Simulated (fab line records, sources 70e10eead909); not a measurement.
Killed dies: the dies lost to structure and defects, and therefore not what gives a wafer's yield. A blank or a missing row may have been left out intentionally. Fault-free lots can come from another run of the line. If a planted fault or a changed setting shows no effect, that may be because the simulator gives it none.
Chamber matching / flow nand_harc / NHARC_A_CONTACT_DEP_85 on pecvd-02: 3 sister chambers
The step deposits SiON, target thk 50 nm. 3 wafers are shown with their chamber, then 7 later ones without.

== EACH WAFER AND ITS CHAMBER ==
wafer=L090.6; chamber=0; heater_power_w (W)=749
wafer=L093.1; chamber=1; heater_power_w (W)=693
wafer=L093.2; chamber=2; heater_power_w (W)=740

== WAFERS WITHOUT THEIR CHAMBER ==
wafer=L093.4; heater_power_w (W)=737
wafer=L094.2; heater_power_w (W)=840
wafer=L094.3; heater_power_w (W)=842
wafer=L094.6; heater_power_w (W)=693
wafer=L094.1; heater_power_w (W)=675
wafer=L094.4; heater_power_w (W)=827
wafer=L094.5; heater_power_w (W)=824

== CHAMBER TAKEN BY EACH ==
wafer=L093.4; from the rows above=can't be placed: 2 or 0 or 1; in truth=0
wafer=L094.2; from the rows above=can't be placed: 0 or 2 or 1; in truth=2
wafer=L094.3; from the rows above=can't be placed: 0 or 2 or 1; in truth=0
wafer=L094.6; from the rows above=can't be placed: 1 or 2 or 0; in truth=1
wafer=L094.1; from the rows above=can't be placed: 1 or 2 or 0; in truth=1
wafer=L094.4; from the rows above=can't be placed: 0 or 2 or 1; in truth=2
wafer=L094.5; from the rows above=can't be placed: 0 or 2 or 1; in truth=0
Correct placement for 0 of the 7. Unplaceable from these rows: 7, with the true chamber sitting among the candidates in 7. Number placed wrongly: 0.
How it was worked out, from the rows above alone: a wafer's distance from a chamber is the root of the sum, over the readings, of the square of ((its reading less the chamber's mean) divided by the reading's scatter). If the next closest chamber is less than 2 further off than the closest, the wafer can't be placed; otherwise it belongs to the closest. Each chamber's mean is taken over the wafers shown for it. The scatter (one wafer shown for each chamber): square how far every hidden wafer sits from the nearest shown wafer, average those squares and take the square root.
